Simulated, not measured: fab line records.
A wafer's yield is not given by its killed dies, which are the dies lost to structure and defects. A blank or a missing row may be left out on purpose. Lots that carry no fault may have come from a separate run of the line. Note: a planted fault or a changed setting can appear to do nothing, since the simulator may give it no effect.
Matching of chambers + flow n5 finfet + N5_HKMG_FIN_STRIP_89 on rie diel-05 has 4 sister chambers
The step strips SOC in N2/H2, time 20 s. 24 wafers are shown with their chamber, then 12 later ones without.

## WAFERS PAIRED WITH THEIR CHAMBERS
| wafer  | chamber | showerhead plenum p Torr (Torr) | drypump motor current A (A) | throttle valve pct (%) |
|--------|---------|---------------------------------|-----------------------------|------------------------|
| L075.2 | 0       | 3.56                            | 5.7                         | 19.26                  |
| L075.3 | 2       | 3.48                            | 6.0                         | 19.13                  |
| L075.6 | 2       | 3.48                            | 6.1                         | 19.13                  |
| L076.1 | 2       | 3.48                            | 6.0                         | 19.12                  |
| L076.2 | 3       | 3.26                            | 6.0                         | 19.01                  |
| L076.4 | 1       | 3.38                            | 6.6                         | 19.15                  |
| L079.1 | 2       | 3.48                            | 6.1                         | 19.13                  |
| L079.3 | 1       | 3.38                            | 6.6                         | 19.16                  |
| L079.5 | 2       | 3.48                            | 6.1                         | 19.12                  |
| L080.1 | 2       | 3.48                            | 6.1                         | 19.14                  |
| L080.3 | 0       | 3.56                            | 5.7                         | 19.28                  |
| L080.5 | 3       | 3.26                            | 6.0                         | 19.01                  |
| L081.2 | 3       | 3.26                            | 6.0                         | 19.03                  |
| L081.5 | 1       | 3.38                            | 6.6                         | 19.17                  |
| L081.6 | 2       | 3.48                            | 6.1                         | 19.14                  |
| L082.2 | 3       | 3.26                            | 6.0                         | 19.01                  |
| L082.3 | 0       | 3.55                            | 5.7                         | 19.31                  |
| L082.5 | 0       | 3.55                            | 5.7                         | 19.30                  |
| L083.3 | 2       | 3.48                            | 6.1                         | 19.15                  |
| L083.4 | 0       | 3.55                            | 5.7                         | 19.29                  |
| L083.5 | 2       | 3.48                            | 6.1                         | 19.13                  |
| L088.1 | 0       | 3.55                            | 5.7                         | 19.33                  |
| L088.2 | 3       | 3.25                            | 6.0                         | 19.04                  |
| L088.4 | 3       | 3.25                            | 6.0                         | 19.03                  |

SIGNATURES (averages over the wafers above)
| reading                  | chamber 0 | chamber 1 | chamber 2 | chamber 3 | scatter within a chamber |
|--------------------------|-----------|-----------|-----------|-----------|--------------------------|
| showerhead plenum p Torr | 3.5533    | 3.3800    | 3.4800    | 3.2567    | 0.00365                  |
| drypump motor current A  | 5.700     | 6.600     | 6.078     | 6.000     | 0.0279                   |
| throttle valve pct       | 19.2950   | 19.1600   | 19.1322   | 19.0217   | 0.0155                   |
Rule: distance of a wafer from a chamber = root of the sum over the readings of ((wafer's reading minus chamber's mean) / reading's scatter) squared. The wafer belongs to the nearest chamber; if the next one is less than 2 further off, it can't be placed. The scatter is the square root of a quotient: the sum, over the shown wafers, of each reading's squared deviation from its chamber's mean, divided by wafers minus chambers.

## WAFERS MISSING THEIR CHAMBER
| wafer  | showerhead plenum p Torr (Torr) | drypump motor current A (A) | throttle valve pct (%) |
|--------|---------------------------------|-----------------------------|------------------------|
| L091.1 | 3.25                            | 6.0                         | 19.05                  |
| L091.3 | 3.47                            | 6.1                         | 19.17                  |
| L091.6 | 3.54                            | 5.7                         | 19.33                  |
| L092.1 | 3.47                            | 6.0                         | 19.16                  |
| L092.2 | 3.25                            | 6.0                         | 19.04                  |
| L092.6 | 3.55                            | 5.7                         | 19.33                  |
| L094.1 | 3.37                            | 6.6                         | 19.21                  |
| L094.2 | 3.24                            | 6.0                         | 19.07                  |
| L094.3 | 3.54                            | 5.7                         | 19.34                  |
| L096.2 | 3.37                            | 6.6                         | 19.23                  |
| L096.3 | 3.54                            | 5.7                         | 19.36                  |
| L096.6 | 3.46                            | 6.1                         | 19.17                  |

## THE CHAMBER EACH PASSED THROUGH
| wafer  | from the rows above | in truth |
|--------|---------------------|----------|
| L091.1 | 3                   | 3        |
| L091.3 | 2                   | 2        |
| L091.6 | 0                   | 0        |
| L092.1 | 2                   | 2        |
| L092.2 | 3                   | 3        |
| L092.6 | 0                   | 0        |
| L094.1 | 1                   | 1        |
| L094.2 | 3                   | 3        |
| L094.3 | 0                   | 0        |
| L096.2 | 1                   | 1        |
| L096.3 | 0                   | 0        |
| L096.6 | 2                   | 2        |
Placed correctly: 12 of 12. Not placeable from these rows: 0. Placed wrongly: 0.
